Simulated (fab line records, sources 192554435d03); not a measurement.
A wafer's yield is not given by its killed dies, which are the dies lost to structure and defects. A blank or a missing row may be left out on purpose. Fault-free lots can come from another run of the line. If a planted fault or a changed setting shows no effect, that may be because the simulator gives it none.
Which tool is to blame? :: flow n5_finfet :: 10 lots with 30 wafers sampled at 5 steps, on a route of 1938 steps

## WHAT THE GAUGES READ, wafer by wafer
N5_BEOL_M4_RC_MEAS_101. Usual: DIBL_N 36.3 mV/V, standard deviation 1.2; DIBL_P 36.1 mV/V, standard deviation 1.6; IOFF_N 0.161 nA/um, standard deviation 0.023; IOFF_P 0.209 nA/um, standard deviation 0.027; ION_N 676 uA/um, standard deviation 8.9; ION_P 462 uA/um, standard deviation 5.3; SS_N 71.5 mV/dec, standard deviation 0.51; SS_P 73.2 mV/dec, standard deviation 0.5; VT_N 249.1 mV, standard deviation 2.5; VT_P -249.9 mV, standard deviation 2.8.
lot: L679
measured: day 7 12:20
on: prober-02
DIBL_N (mV/V): 36.5 35.7 34.8
DIBL_P (mV/V): 36.8 35.0 33.1
IOFF_N (nA/um): 0.164 0.142 0.129
IOFF_P (nA/um): 0.203 0.183 0.157
ION_N (uA/um): 671 672 667
ION_P (uA/um): 460 457 451
SS_N (mV/dec): 71.8 70.8 71.7
SS_P (mV/dec): 72.7 73.3 73.5
VT_N (mV): 246.1 247.2 250.9
VT_P (mV): -251.8 -253.2 -255.5
flag: 

lot: L680
measured: day 8 08:17
on: prober-01
DIBL_N (mV/V): 36.1 35.8 37.7
DIBL_P (mV/V): 35.6 36.2 38.1
IOFF_N (nA/um): 0.155 0.145 0.185
IOFF_P (nA/um): 0.203 0.211 0.249
ION_N (uA/um): 683 671 689
ION_P (uA/um): 462 461 471
SS_N (mV/dec): 71.5 70.9 71.6
SS_P (mV/dec): 72.9 72.7 73.9
VT_N (mV): 248.2 248.5 246.0
VT_P (mV): -249.9 -250.4 -247.5
flag: 

lot: L682
measured: day 8 14:11
on: prober-02
DIBL_N (mV/V): 35.7 34.9 34.4
DIBL_P (mV/V): 34.7 33.4 33.8
IOFF_N (nA/um): 0.146 0.125 0.125
IOFF_P (nA/um): 0.190 0.172 0.180
ION_N (uA/um): 672 666 667
ION_P (uA/um): 463 457 464
SS_N (mV/dec): 71.5 70.9 71.1
SS_P (mV/dec): 72.8 72.9 72.9
VT_N (mV): 252.3 252.6 252.0
VT_P (mV): -249.1 -253.1 -251.7
flag: 

lot: L684
measured: day 9 04:35
on: prober-02
DIBL_N (mV/V): 37.6 36.4 37.9
DIBL_P (mV/V): 36.7 36.1 37.3
IOFF_N (nA/um): 0.184 0.168 0.192
IOFF_P (nA/um): 0.262 0.241 0.272
ION_N (uA/um): 682 686 678
ION_P (uA/um): 471 468 465
SS_N (mV/dec): 71.5 71.5 71.8
SS_P (mV/dec): 73.2 73.4 73.4
VT_N (mV): 245.7 247.2 248.0
VT_P (mV): -246.9 -244.0 -243.8
flag: 

lot: L686
measured: day 9 19:53
on: prober-01
DIBL_N (mV/V): 34.3 35.1 35.0
DIBL_P (mV/V): 34.7 35.5 35.4
IOFF_N (nA/um): 0.129 0.140 0.140
IOFF_P (nA/um): 0.158 0.175 0.171
ION_N (uA/um): 664 679 663
ION_P (uA/um): 450 461 454
SS_N (mV/dec): 71.2 71.3 71.4
SS_P (mV/dec): 73.6 73.3 73.3
VT_N (mV): 252.9 248.6 249.8
VT_P (mV): -256.2 -252.5 -253.8
flag: 

lot: L694
measured: day 11 09:02
on: prober-02
DIBL_N (mV/V): 35.0 35.7 34.0
DIBL_P (mV/V): 35.2 35.9 33.4
IOFF_N (nA/um): 0.151 0.160 0.135
IOFF_P (nA/um): 0.197 0.204 0.174
ION_N (uA/um): 676 672 665
ION_P (uA/um): 467 462 457
SS_N (mV/dec): 71.9 71.9 71.0
SS_P (mV/dec): 72.5 73.4 72.6
VT_N (mV): 247.9 250.1 251.5
VT_P (mV): -250.9 -250.7 -253.3
flag: 

lot: L696
measured: day 12 04:41
on: prober-02
DIBL_N (mV/V): 37.3 37.7 35.5
DIBL_P (mV/V): 39.7 39.0 36.3
IOFF_N (nA/um): 0.196 0.200 0.151
IOFF_P (nA/um): 0.241 0.229 0.188
ION_N (uA/um): 692 687 678
ION_P (uA/um): 468 466 464
SS_N (mV/dec): 71.8 72.1 71.4
SS_P (mV/dec): 73.2 74.0 73.0
VT_N (mV): 245.1 247.1 249.1
VT_P (mV): -249.5 -250.1 -253.0
flag: 

lot: L699
measured: day 12 14:43
on: prober-02
DIBL_N (mV/V): 36.8 38.2 37.9
DIBL_P (mV/V): 37.2 37.8 37.5
IOFF_N (nA/um): 0.177 0.200 0.186
IOFF_P (nA/um): 0.220 0.232 0.225
ION_N (uA/um): 679 688 680
ION_P (uA/um): 460 462 467
SS_N (mV/dec): 72.2 71.8 72.0
SS_P (mV/dec): 73.3 73.2 72.1
VT_N (mV): 249.4 247.3 247.4
VT_P (mV): -250.5 -247.2 -249.5
flag: 

lot: L698
measured: day 12 14:46
on: prober-01
DIBL_N (mV/V): 36.1 35.7 36.0
DIBL_P (mV/V): 35.0 34.4 35.0
IOFF_N (nA/um): 0.166 0.149 0.155
IOFF_P (nA/um): 0.211 0.200 0.201
ION_N (uA/um): 678 675 680
ION_P (uA/um): 459 460 468
SS_N (mV/dec): 71.1 71.5 71.2
SS_P (mV/dec): 72.2 72.8 72.9
VT_N (mV): 248.8 249.9 250.0
VT_P (mV): -248.8 -248.3 -248.5
flag: 

lot: L701
measured: day 13 06:17
on: prober-01
DIBL_N (mV/V): 35.6 36.1 36.0
DIBL_P (mV/V): 36.5 37.8 37.2
IOFF_N (nA/um): 0.161 0.182 0.166
IOFF_P (nA/um): 0.215 0.238 0.222
ION_N (uA/um): 666 681 677
ION_P (uA/um): 461 461 462
SS_N (mV/dec): 71.9 71.8 72.7
SS_P (mV/dec): 73.0 73.9 73.7
VT_N (mV): 249.0 246.7 248.1
VT_P (mV): -250.2 -247.1 -251.9
flag: 

N5_MIM_TOP_LITHO_INSPECT_12: inspects for defects (macro). Usual: 2.0 for raw_defect_count, sd 1.4.
lot: L679
measured: day 11 03:50
on: defect_inspect-01
raw_defect_count: 3 0 2
flag: 

lot: L680
measured: day 11 23:35
on: defect_inspect-01
raw_defect_count: 5 0 2
flag: 

lot: L682
measured: day 12 03:59
on: defect_inspect-02
raw_defect_count: 1 3 6
flag: 

lot: L684
measured: day 12 16:40
on: defect_inspect-01
raw_defect_count: 4 1 3
flag: 

lot: L686
measured: day 13 09:19
on: defect_inspect-01
raw_defect_count: 2 1 0
flag: 

lot: L694
measured: day 15 07:38
on: defect_inspect-02
raw_defect_count: 2 2 1
flag: 

lot: L696
measured: day 15 23:41
on: defect_inspect-01
raw_defect_count: 0 2 1
flag: 

lot: L699
measured: day 16 05:15
on: defect_inspect-02
raw_defect_count: 3 4 3
flag: 

lot: L698
measured: day 16 13:13
on: defect_inspect-02
raw_defect_count: 2 4 1
flag: 

lot: L701
measured: day 16 19:23
on: defect_inspect-01
raw_defect_count: 0 3 2
flag: 

N5_MIM_BOT_LITHO_OVL_MEAS_11. Usual: MIM_BOT_OVL typically reads 2 nm, with standard deviation 5.3.
lot: L679
measured: day 11 04:45
on: overlay-01
MIM_BOT_OVL (nm): -7 -1 -1
flag: 

lot: L680
measured: day 12 00:17
on: overlay-01
MIM_BOT_OVL (nm): -3 4 -1
flag: 

lot: L682
measured: day 12 05:09
on: overlay-02
MIM_BOT_OVL (nm): 8 10 4
flag: 

lot: L684
measured: day 12 17:37
on: overlay-01
MIM_BOT_OVL (nm): -1 8 -1
flag: 

lot: L686
measured: day 13 10:09
on: overlay-01
MIM_BOT_OVL (nm): -7 -5 1
flag: 

lot: L694
measured: day 15 08:28
on: overlay-02
MIM_BOT_OVL (nm): -5
flag: 

lot: L696
measured: day 16 00:32
on: overlay-02
MIM_BOT_OVL (nm): 2
flag: 

lot: L699
measured: day 16 05:58
on: overlay-02
MIM_BOT_OVL (nm): 4 6 3
flag: 

lot: L698
measured: day 16 14:10
on: overlay-01
MIM_BOT_OVL (nm): -9 -15 -13
flag: 

lot: L701
measured: day 16 20:07
on: overlay-01
MIM_BOT_OVL (nm): -3 1 10
flag: 

## TOOL THAT RAN EACH LOT (tool first, then ch and the chambers of the sampled wafers, then the start)
lot: L679
N5_MIM_TOP_DEGAS_04: pvd_sputter-02, day 11 03:13
N5_MIM_TOP_ETCH_ETCH_00: rie_metal-02 ch 0,1, day 11 03:59

lot: L680
N5_MIM_TOP_DEGAS_04: pvd_sputter-03, day 11 22:58
N5_MIM_TOP_ETCH_ETCH_00: rie_metal-01 ch 0,1, day 11 23:42

lot: L682
N5_MIM_TOP_DEGAS_04: pvd_sputter-03, day 12 03:22
N5_MIM_TOP_ETCH_ETCH_00: rie_metal-01 ch 1, day 12 04:13

lot: L684
N5_MIM_TOP_DEGAS_04: pvd_sputter-02, day 12 16:03
N5_MIM_TOP_ETCH_ETCH_00: rie_metal-02 ch 0,1, day 12 16:53

lot: L686
N5_MIM_TOP_DEGAS_04: pvd_sputter-03, day 13 08:40
N5_MIM_TOP_ETCH_ETCH_00: rie_metal-01 ch 0,1, day 13 09:26

lot: L694
N5_MIM_TOP_DEGAS_04: pvd_sputter-02, day 15 07:01
N5_MIM_TOP_ETCH_ETCH_00: rie_metal-01 ch 0,1, day 15 07:45

lot: L696
N5_MIM_TOP_DEGAS_04: pvd_sputter-02, day 15 23:05
N5_MIM_TOP_ETCH_ETCH_00: rie_metal-01 ch 0,1, day 15 23:49

lot: L699
N5_MIM_TOP_DEGAS_04: pvd_sputter-02, day 16 04:46
N5_MIM_TOP_ETCH_ETCH_00: rie_metal-02 ch 0,1, day 16 05:22

lot: L698
N5_MIM_TOP_DEGAS_04: pvd_sputter-01, day 16 12:44
N5_MIM_TOP_ETCH_ETCH_00: rie_metal-03 ch 1, day 16 13:23

lot: L701
N5_MIM_TOP_DEGAS_04: pvd_sputter-03, day 16 18:54
N5_MIM_TOP_ETCH_ETCH_00: rie_metal-02 ch 0,1, day 16 19:31
- N5_MIM_TOP_DEGAS_04: time 60 s.
- N5_MIM_TOP_ETCH_ETCH_00: etches TiN in Cl2/BCl3, target depth 38.5 nm.

## AS READ BY THE TOOLS THEMSELVES (means over the sampled wafers that have a number; for cases with no such wafer, the mark the record gives instead)
N5_MIM_TOP_DEGAS_04. Usual: 453 W for heater_power_w, sd 50.
lot: L679
tool: pvd_sputter-02
heater_power_w (W): 374
flag: 

lot: L680
tool: pvd_sputter-03
heater_power_w (W): 455
flag: 

lot: L682
tool: pvd_sputter-03
heater_power_w (W): 473
flag: 

lot: L684
tool: pvd_sputter-02
heater_power_w (W): 444
flag: 

lot: L686
tool: pvd_sputter-03
heater_power_w (W): 447
flag: 

lot: L694
tool: pvd_sputter-02
heater_power_w (W): 441
flag: 

lot: L696
tool: pvd_sputter-02
heater_power_w (W): 455
flag: 

lot: L699
tool: pvd_sputter-02
heater_power_w (W): 410
flag: 

lot: L698
tool: pvd_sputter-01
heater_power_w (W): 529
flag: 

lot: L701
tool: pvd_sputter-03
heater_power_w (W): 449
flag: 

N5_MIM_TOP_ETCH_ETCH_00. Usual: bias_w 126.0 W, standard deviation 0.35; drypump_motor_current_A 5.5 A, standard deviation 0.36; oes_product_au 0.76 a.u., standard deviation 0.052; throttle_valve_pct 22.8 %, standard deviation 0.32.
lot: L679
tool: rie_metal-02
bias_w (W): 126.1
drypump_motor_current_A (A): 5.4
oes_product_au (a.u.): 0.79
throttle_valve_pct (%): 22.5
flag: 

lot: L680
tool: rie_metal-01
bias_w (W): 126.1
drypump_motor_current_A (A): 5.5
oes_product_au (a.u.): 0.75
throttle_valve_pct (%): 22.8
flag: 

lot: L682
tool: rie_metal-01
bias_w (W): 126.3
drypump_motor_current_A (A): 6.1
oes_product_au (a.u.): 0.79
throttle_valve_pct (%): 23.1
flag: 

lot: L684
tool: rie_metal-02
bias_w (W): 126.2
drypump_motor_current_A (A): 5.3
oes_product_au (a.u.): 0.78
throttle_valve_pct (%): 22.5
flag: 

lot: L686
tool: rie_metal-01
bias_w (W): 126.1
drypump_motor_current_A (A): 5.8
oes_product_au (a.u.): 0.76
throttle_valve_pct (%): 22.9
flag: 

lot: L694
tool: rie_metal-01
bias_w (W): 125.9
drypump_motor_current_A (A): 5.8
oes_product_au (a.u.): 0.69
throttle_valve_pct (%): 23.0
flag: 

lot: L696
tool: rie_metal-01
bias_w (W): 125.9
drypump_motor_current_A (A): 5.8
oes_product_au (a.u.): 0.69
throttle_valve_pct (%): 23.0
flag: 

lot: L699
tool: rie_metal-02
bias_w (W): 126.0
drypump_motor_current_A (A): 5.4
oes_product_au (a.u.): 0.75
throttle_valve_pct (%): 22.3
flag: 

lot: L698
tool: rie_metal-03
bias_w (W): 126.5
drypump_motor_current_A (A): 5.6
oes_product_au (a.u.): 0.81
throttle_valve_pct (%): 23.0
flag: 

lot: L701
tool: rie_metal-02
bias_w (W): 126.1
drypump_motor_current_A (A): 5.4
oes_product_au (a.u.): 0.75
throttle_valve_pct (%): 22.4
flag: 

## THE ANSWER, worked out from the rows above alone
Rule: a lot counts as off when the mean over its wafers that have a number is more than 3 standard deviations away from the usual mean. Also off: a lot with no number at a reading for which 4 or more lots have one. The other lots that the step has rows for count as sound. Order of review: gauges by route order, followed by the tools' own readings, for which a lot's mean as printed above is used. At the first step where some lot is off, the reading lying furthest off is the one used; lots without a number count as furthest.
Across all readings shown, no lot is off: no conclusion can be drawn from this.

## WHAT THE SIMULATOR PUT IN
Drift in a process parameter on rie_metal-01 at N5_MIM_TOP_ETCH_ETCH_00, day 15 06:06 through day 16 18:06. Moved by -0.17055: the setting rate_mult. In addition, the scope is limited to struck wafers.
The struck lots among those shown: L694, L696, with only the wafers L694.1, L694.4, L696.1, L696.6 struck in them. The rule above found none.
